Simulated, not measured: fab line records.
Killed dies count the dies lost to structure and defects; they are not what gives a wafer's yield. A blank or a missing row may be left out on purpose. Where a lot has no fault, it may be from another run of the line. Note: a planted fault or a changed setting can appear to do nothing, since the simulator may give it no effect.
What tool caused it?	flow n5Finfet	63 wafers from 21 lots sampled at 6 of the route's 1938 steps

WHAT THE GAUGES SHOWED, per wafer
Not one reading of a measure or inspect step in the record can be checked against a usual standard deviation.

WHICH TOOL RAN EACH LOT (tool, then ch and the chambers of the sampled wafers, then the start)
lot	N5_PMOS_HMC_CHANNEL_EPI_EPI_26	N5_FIN_SAQP_PECVD_47	N5_FIN_SAQP_HM_DEP_72	N5_FIN_SAQP_ETCH_51	N5_FIN_SAQP_MANDREL_ETCH_22	N5_FIN_SAQP_ETCH_57
L074	epiRpcvd-01 ch 0, day 1 19:53	pecvd-01 ch 0,2, day 1 20:49	pecvd-04 ch 0,1, day 1 21:02	rieDiel-01 ch 0,3, day 1 21:37	rieSi-02 ch 0,2,3, day 1 21:52	rieDiel-01 ch 0,1,3, day 1 23:37
L075	epiRpcvd-03 ch 0, day 2 01:42	pecvd-02 ch 0,1, day 2 04:07	pecvd-04 ch 0,2, day 2 04:24	rieDiel-01 ch 0,1, day 2 04:59	rieSi-02 ch 1,2,3, day 2 05:13	rieDiel-01 ch 0,2,3, day 2 07:31
L076	epiRpcvd-03 ch 0, day 2 07:35	pecvd-02 ch 0, day 2 08:50	pecvd-01 ch 0,2, day 2 09:06	rieDiel-05 ch 1,2, day 2 09:43	rieSi-03 ch 0,2, day 2 09:58	rieDiel-05 ch 0,1,2, day 2 12:01
L077	epiRpcvd-03 ch 0, day 2 14:53	pecvd-02 ch 0,1, day 2 16:05	pecvd-02 ch 0,1, day 2 16:22	rieDiel-04 ch 1,2,3, day 2 16:58	rieSi-03 ch 0,2, day 2 17:13	rieDiel-05 ch 1,2, day 2 18:59
L078	epiRpcvd-04 ch 0, day 2 20:11	pecvd-04 ch 1,2, day 2 21:08	pecvd-01 ch 1,2, day 2 21:21	rieDiel-01 ch 0,1, day 2 21:52	rieSi-03 ch 0,1, day 2 22:07	rieDiel-04 ch 2,3, day 2 23:58
L079	epiRpcvd-01 ch 0, day 3 02:19	pecvd-01 ch 0,2, day 3 03:24	pecvd-04 ch 0,2, day 3 03:37	rieDiel-05 ch 0,1,3, day 3 04:11	rieSi-03 ch 0,2,3, day 3 04:26	rieDiel-04 ch 0,2,3, day 3 06:31
L080	epiRpcvd-04 ch 0, day 3 07:49	pecvd-01 ch 1,2, day 3 10:08	pecvd-02 ch 1,2, day 3 10:20	rieDiel-04 ch 0,2, day 3 10:56	rieSi-04 ch 0,1,2, day 3 11:11	rieDiel-04 ch 1,2,3, day 3 13:17
L081	epiRpcvd-01 ch 0, day 3 14:22	pecvd-02 ch 0,1,2, day 3 15:31	pecvd-02 ch 0,1, day 3 15:43	rieDiel-04 ch 0,2,3, day 3 16:13	rieSi-04 ch 0,1,3, day 3 16:28	rieDiel-01 ch 1,2,3, day 3 18:19
L082	epiRpcvd-01 ch 0, day 3 20:24	pecvd-04 ch 0,2, day 3 21:35	pecvd-01 ch 1,2, day 3 21:49	rieDiel-05 ch 0,2,3, day 3 22:16	rieSi-02 ch 1,2,3, day 3 22:31	rieDiel-04 ch 0,2,3, day 4 00:18
L084	epiRpcvd-01 ch 0, day 4 08:34	pecvd-02 ch 0,2, day 4 09:32	pecvd-04 ch 0,2, day 4 09:45	rieDiel-05 ch 0,1,2, day 4 10:20	rieSi-02 ch 0,2,3, day 4 10:35	rieDiel-04 ch 0,2,3, day 4 12:38
L085	epiRpcvd-01 ch 0, day 4 14:06	pecvd-02 ch 0,1,2, day 4 15:22	pecvd-01 ch 1, day 4 15:34	rieDiel-05 ch 0,2, day 4 16:26	rieSi-02 ch 2,3, day 4 16:41	rieDiel-04 ch 1,3, day 4 19:08
L086	epiRpcvd-01 ch 0, day 4 20:59	pecvd-02 ch 0,1,2, day 4 22:48	pecvd-01 ch 0,1,2, day 4 23:01	rieDiel-04 ch 2,3, day 5 00:01	rieSi-03 ch 0,1, day 5 00:16	rieDiel-04 ch 2,3, day 5 02:25
L087	epiRpcvd-04 ch 0, day 5 05:02	pecvd-04 ch 0,1,2, day 5 05:59	pecvd-01 ch 0,1,2, day 5 06:12	rieDiel-04 ch 1,2,3, day 5 06:54	rieSi-02 ch 1,2, day 5 07:09	rieDiel-04 ch 0,1,3, day 5 08:56
L088	epiRpcvd-03 ch 0, day 5 08:59	pecvd-01 ch 0,1, day 5 10:09	pecvd-01 ch 0,1,2, day 5 10:22	rieDiel-05 ch 0,2, day 5 11:08	rieSi-02 ch 0,2, day 5 11:23	rieDiel-04 ch 0,1,3, day 5 15:56
L089	epiRpcvd-04 ch 0, day 5 15:26	pecvd-04 ch 0,2, day 5 16:36	pecvd-02 ch 0,1, day 5 16:49	rieDiel-04 ch 0,2,3, day 5 18:53	rieSi-02 ch 0,2,3, day 5 19:07	rieDiel-05 ch 0,1,2, day 5 21:10
L090	epiRpcvd-01 ch 0, day 5 21:50	pecvd-01 ch 0,1, day 5 23:07	pecvd-04 ch 0,1,2, day 5 23:20	rieDiel-05 ch 0,3, day 6 00:19	rieSi-02 ch 1,3, day 6 00:34	rieDiel-05 ch 1,3, day 6 02:36
L092	epiRpcvd-04 ch 0, day 6 08:50	pecvd-02 ch 0,1,2, day 6 09:51	pecvd-01 ch 0,2, day 6 10:04	rieDiel-05 ch 1,2,3, day 6 10:31	rieSi-02 ch 0,1, day 6 10:46	rieDiel-01 ch 1,2, day 6 13:12
L093	epiRpcvd-04 ch 0, day 6 14:35	pecvd-04 ch 0,1,2, day 6 16:11	pecvd-01 ch 0,2, day 6 16:23	rieDiel-04 ch 0,2, day 6 16:58	rieSi-02 ch 1,3, day 6 17:13	rieDiel-05 ch 0,1,3, day 6 19:34
L095	epiRpcvd-01 ch 0, day 7 02:46	pecvd-02 ch 0,1,2, day 7 03:50	pecvd-02 ch 1,2, day 7 04:03	rieDiel-04 ch 0,1,2, day 7 04:38	rieSi-02 ch 0,2, day 7 04:53	rieDiel-05 ch 0,2,3, day 7 07:33
L096	epiRpcvd-01 ch 0, day 7 08:16	pecvd-04 ch 0,1, day 7 09:24	pecvd-04 ch 0,1,2, day 7 09:36	rieDiel-04 ch 1,2,3, day 7 10:31	rieSi-02 ch 0,1,2, day 7 10:46	rieDiel-05 ch 0,1, day 7 12:39
L097	epiRpcvd-01 ch 0, day 7 13:46	pecvd-04 ch 0,1, day 7 14:52	pecvd-02 ch 0,1, day 7 15:04	rieDiel-05 ch 0,1,2, day 7 15:32	rieSi-04 ch 1,2, day 7 15:47	rieDiel-01 ch 0,1, day 7 17:37
- N5_PMOS_HMC_CHANNEL_EPI_EPI_26: deposits Si from SiH4/H2, target thk 3.8 nm, time 22.7 s.
- N5_FIN_SAQP_PECVD_47: deposits a-Si from SiH4/He, target thk 45 nm, time 36.3 s.
- N5_FIN_SAQP_HM_DEP_72: deposits SiO2 from SiH4/N2O, target thk 12 nm, time 7.2 s.
- N5_FIN_SAQP_ETCH_51: etches SiARC in CF4, target depth 45.5 nm, time 75.8 s.
- N5_FIN_SAQP_MANDREL_ETCH_22: etches a-Si in HBr/Cl2, stops on SiNx, target depth 60 nm, bt time 10 s, time 30 s.
- N5_FIN_SAQP_ETCH_57: etches SiNx in CH3F/O2, target depth 32.5 nm, time 46.4 s.

AS READ BY THE TOOLS THEMSELVES (means over the sampled wafers that have a number; for cases with no such wafer, the mark the record gives instead)
N5_PMOS_HMC_CHANNEL_EPI_EPI_26. Usual: lampInnerPct 13.5 %, standard deviation 1.8; susceptor_temp_C_max 651.4, standard deviation 0.52; throttleValvePct 11.0 %, standard deviation 0.31.
lot	tool	lampInnerPct (%)	susceptor_temp_C_max	throttleValvePct (%)	flag
L074	epiRpcvd-01	13.0	650.7	10.7	
L075	epiRpcvd-03	17.7	652.0	11.1	
L076	epiRpcvd-03	17.4	651.6	11.1	
L077	epiRpcvd-03	17.6	652.0	11.1	
L078	epiRpcvd-04	12.6	651.3	11.3	
L079	epiRpcvd-01	12.9	650.9	10.8	
L080	epiRpcvd-04	12.6	652.0	11.4	
L081	epiRpcvd-01	12.8	651.2	10.6	
L082	epiRpcvd-01	12.8	651.5	10.8	
L084	epiRpcvd-01	12.8	651.6	10.8	
L085	epiRpcvd-01	12.8	651.4	10.8	
L086	epiRpcvd-01	12.9	650.5	10.7	
L087	epiRpcvd-04	12.6	651.8	11.5	
L088	epiRpcvd-03	17.6	651.9	11.2	
L089	epiRpcvd-04	12.4	651.6	11.2	
L090	epiRpcvd-01	12.8	651.1	10.8	
L092	epiRpcvd-04	12.5	651.2	11.4	
L093	epiRpcvd-04	12.4	651.5	11.5	
L095	epiRpcvd-01	12.8	650.9	10.9	
L096	epiRpcvd-01	12.8	651.0	10.7	
L097	epiRpcvd-01	12.9	651.1	10.7	

N5_FIN_SAQP_PECVD_47. Usual: heaterPowerW 876 W, standard deviation 98; showerheadPlenumPTorr 5.68 Torr, standard deviation 0.055; throttleValvePct 18.7 %, standard deviation 1.2.
lot	tool	heaterPowerW (W)	showerheadPlenumPTorr (Torr)	throttleValvePct (%)	flag
L074	pecvd-01	916	5.67	17.5	
L075	pecvd-02	772	5.70	19.3	
L076	pecvd-02	731	5.71	19.6	
L077	pecvd-02	754	5.70	19.3	
L078	pecvd-04	977	5.68	19.2	
L079	pecvd-01	914	5.60	17.1	
L080	pecvd-01	868	5.58	16.8	
L081	pecvd-02	848	5.69	18.5	
L082	pecvd-04	891	5.70	19.4	
L084	pecvd-02	869	5.69	17.9	
L085	pecvd-02	828	5.69	18.6	
L086	pecvd-02	812	5.69	18.7	
L087	pecvd-04	959	5.69	19.5	
L088	pecvd-01	793	5.67	17.8	
L089	pecvd-04	882	5.70	19.5	
L090	pecvd-01	839	5.71	18.0	
L092	pecvd-02	812	5.69	18.5	
L093	pecvd-04	1010	5.69	19.3	
L095	pecvd-02	862	5.69	18.7	
L096	pecvd-04	1007	5.72	18.4	
L097	pecvd-04	1039	5.73	18.5	

N5_FIN_SAQP_HM_DEP_72. Usual: heaterPowerW 806 W, standard deviation 92; showerheadPlenumPTorr 8.17 Torr, standard deviation 0.17.
lot	tool	heaterPowerW (W)	showerheadPlenumPTorr (Torr)	flag
L074	pecvd-04	900	8.33	
L075	pecvd-04	879	8.24	
L076	pecvd-01	815	7.98	
L077	pecvd-02	686	8.19	
L078	pecvd-01	754	7.91	
L079	pecvd-04	834	8.13	
L080	pecvd-02	781	8.19	
L081	pecvd-02	760	8.19	
L082	pecvd-01	788	7.91	
L084	pecvd-04	902	8.24	
L085	pecvd-01	672	8.11	
L086	pecvd-01	762	8.08	
L087	pecvd-01	785	8.09	
L088	pecvd-01	757	8.08	
L089	pecvd-02	758	8.19	
L090	pecvd-04	923	8.22	
L092	pecvd-01	836	8.00	
L093	pecvd-01	791	7.99	
L095	pecvd-02	764	8.19	
L096	pecvd-04	913	8.22	
L097	pecvd-02	739	8.20	

N5_FIN_SAQP_ETCH_51. Usual: chamberPressureMTorr is 40.00 mTorr with standard deviation 0.034, drypumpMotorCurrentA is 6.0 A with standard deviation 0.45, etchRfOnTimeS is 76.3 s with standard deviation 0.94, oesProductAu is 0.66 a.u. with standard deviation 0.06, rfVppV is 184.3 V with standard deviation 1.1, showerheadPlenumPTorr is 2.17 Torr with standard deviation 0.064, and throttleValvePct is 15.57 % with standard deviation 0.15.
lot	tool	chamberPressureMTorr (mTorr)	drypumpMotorCurrentA (A)	etchRfOnTimeS (s)	oesProductAu (a.u.)	rfVppV (V)	showerheadPlenumPTorr (Torr)	throttleValvePct (%)	flag
L074	rieDiel-01	40.01	5.2	76.0	0.70	184.5	2.10	15.66	
L075	rieDiel-01	39.96	6.2	75.7	0.80	184.2	2.19	15.77	
L076	rieDiel-05	40.03	6.5	76.7	0.68	184.7	2.18	15.56	
L077	rieDiel-04	40.03	5.7	74.9	0.66	185.0	2.20	15.50	
L078	rieDiel-01	39.98	6.2	76.2	0.79	184.5	2.19	15.78	
L079	rieDiel-05	40.02	5.8	77.0	0.69	185.2	2.19	15.55	
L080	rieDiel-04	39.99	6.3	76.5	0.62	183.0	2.10	15.43	
L081	rieDiel-04	39.99	6.0	76.6	0.62	184.1	2.16	15.40	
L082	rieDiel-05	39.98	5.9	76.1	0.72	184.2	2.17	15.52	
L084	rieDiel-05	40.00	6.2	77.3	0.68	183.6	2.15	15.54	
L085	rieDiel-05	40.04	6.3	77.3	0.71	183.7	2.14	15.49	
L086	rieDiel-04	40.02	5.7	76.3	0.61	184.7	2.21	15.44	
L087	rieDiel-04	39.98	5.7	76.2	0.64	184.5	2.19	15.55	
L088	rieDiel-05	40.00	5.9	77.2	0.72	183.3	2.11	15.47	
L089	rieDiel-04	39.99	6.0	75.9	0.61	185.0	2.16	15.44	
L090	rieDiel-05	40.01	5.6	76.4	0.71	184.0	2.14	15.51	
L092	rieDiel-05	40.00	6.1	76.4	0.65	184.7	2.20	15.66	
L093	rieDiel-04	40.02	6.3	76.0	0.60	183.3	2.09	15.49	
L095	rieDiel-04	40.00	6.0	75.7	0.63	184.5	2.13	15.61	
L096	rieDiel-04	39.99	5.7	75.5	0.63	185.1	2.19	15.59	
L097	rieDiel-05	40.01	6.2	77.1	0.65	183.3	2.14	15.62	

N5_FIN_SAQP_MANDREL_ETCH_22. Usual: chamberPressureMTorr 10.000 mTorr, standard deviation 0.0092; drypumpMotorCurrentA 5.8 A, standard deviation 0.38; mfcCl2Sccm 80.03 sccm, standard deviation 0.24; oesProductAu 0.766 a.u., standard deviation 0.012; throttleValvePct 35.30 %, standard deviation 0.22.
lot	tool	chamberPressureMTorr (mTorr)	drypumpMotorCurrentA (A)	mfcCl2Sccm (sccm)	oesProductAu (a.u.)	throttleValvePct (%)	flag
L074	rieSi-02	10.009	5.5	79.88	0.765	35.25	
L075	rieSi-02	9.998	5.6	80.05	0.779	35.37	
L076	rieSi-03	9.995	5.7	79.98	0.764	35.40	
L077	rieSi-03	10.002	5.8	80.28	0.761	35.39	
L078	rieSi-03	9.996	6.1	79.95	0.763	35.35	
L079	rieSi-03	10.002	5.7	80.11	0.757	35.22	
L080	rieSi-04	10.006	6.0	80.10	0.761	35.28	
L081	rieSi-04	9.999	6.0	80.18	0.774	35.35	
L082	rieSi-02	10.001	5.6	80.06	0.773	35.36	
L084	rieSi-02	9.996	5.5	80.05	0.767	35.24	
L085	rieSi-02	10.004	5.6	80.20	0.776	35.33	
L086	rieSi-03	9.996	6.1	79.90	0.762	35.36	
L087	rieSi-02	9.995	5.7	80.31	0.779	35.39	
L088	rieSi-02	9.999	5.5	79.89	0.760	35.18	
L089	rieSi-02	9.992	5.5	80.08	0.760	35.24	
L090	rieSi-02	9.997	5.6	79.76	0.775	35.47	
L092	rieSi-02	9.999	5.6	79.85	0.764	35.39	
L093	rieSi-02	10.007	5.6	80.12	0.786	35.46	
L095	rieSi-02	10.005	5.5	79.94	0.761	35.18	
L096	rieSi-02	10.001	5.5	80.24	0.759	35.28	
L097	rieSi-04	10.006	5.8	79.80	0.764	35.49	

N5_FIN_SAQP_ETCH_57. Usual: chamberPressureMTorr is 29.998 mTorr with standard deviation 0.027, drypumpMotorCurrentA is 6.0 A with standard deviation 0.49, etchRfOnTimeS is 46.6 s with standard deviation 0.79, oesProductAu is 0.67 a.u. with standard deviation 0.06, rfVppV is 298.0 V with standard deviation 2.6, showerheadPlenumPTorr is 2.02 Torr with standard deviation 0.067, and throttleValvePct is 16.32 % with standard deviation 0.16.
lot	tool	chamberPressureMTorr (mTorr)	drypumpMotorCurrentA (A)	etchRfOnTimeS (s)	oesProductAu (a.u.)	rfVppV (V)	showerheadPlenumPTorr (Torr)	throttleValvePct (%)	flag
L074	rieDiel-01	30.012	5.8	45.1	0.76	296.6	2.01	16.48	
L075	rieDiel-01	29.990	5.7	46.8	0.69	296.8	1.99	16.40	
L076	rieDiel-05	29.996	6.2	46.6	0.69	300.8	2.02	16.24	
L077	rieDiel-05	30.001	6.4	47.2	0.64	301.9	2.05	16.35	
L078	rieDiel-04	30.021	5.7	46.6	0.64	297.3	2.09	16.11	
L079	rieDiel-04	30.004	6.0	46.1	0.63	296.2	2.02	16.12	
L080	rieDiel-04	29.965	5.7	45.6	0.65	296.2	2.06	16.25	
L081	rieDiel-01	29.985	6.1	47.2	0.68	297.4	1.99	16.43	
L082	rieDiel-04	30.013	6.0	46.2	0.62	296.7	2.02	16.13	
L084	rieDiel-04	29.998	6.0	46.4	0.62	296.4	2.02	16.13	
L085	rieDiel-04	29.990	5.7	45.9	0.68	298.7	2.04	16.38	
L086	rieDiel-04	30.001	5.7	47.2	0.63	295.8	2.08	16.14	
L087	rieDiel-04	29.999	6.0	46.3	0.65	297.4	2.00	16.27	
L088	rieDiel-04	30.004	6.0	45.9	0.65	297.5	2.00	16.28	
L089	rieDiel-05	30.002	6.1	47.0	0.67	299.9	2.01	16.29	
L090	rieDiel-05	30.007	6.0	47.2	0.62	301.3	2.08	16.45	
L092	rieDiel-01	30.005	6.6	47.8	0.65	299.0	2.01	16.44	
L093	rieDiel-05	29.971	5.8	46.9	0.67	299.7	2.04	16.36	
L095	rieDiel-05	29.989	5.9	46.9	0.68	297.4	2.02	16.32	
L096	rieDiel-05	30.004	5.8	46.1	0.67	300.3	1.98	16.28	
L097	rieDiel-01	29.981	5.9	46.9	0.75	299.1	2.04	16.59	

THE ANSWER, worked out from the rows above alone
Rule: a lot counts as off when the mean over its wafers that have a number is more than 3 standard deviations away from the usual mean. Also off: a lot with no number at a reading for which 4 or more lots have one. Any other lot the step has rows for is counted as sound. First the gauges in route order, then the tools' own readings, where a lot's mean is used as printed above. At the first step where some lot is off, the reading lying furthest off is the one used; lots without a number count as furthest.
None of the lots is off at any reading shown; this tells nothing.

WHAT WAS PUT IN BY THE SIMULATOR
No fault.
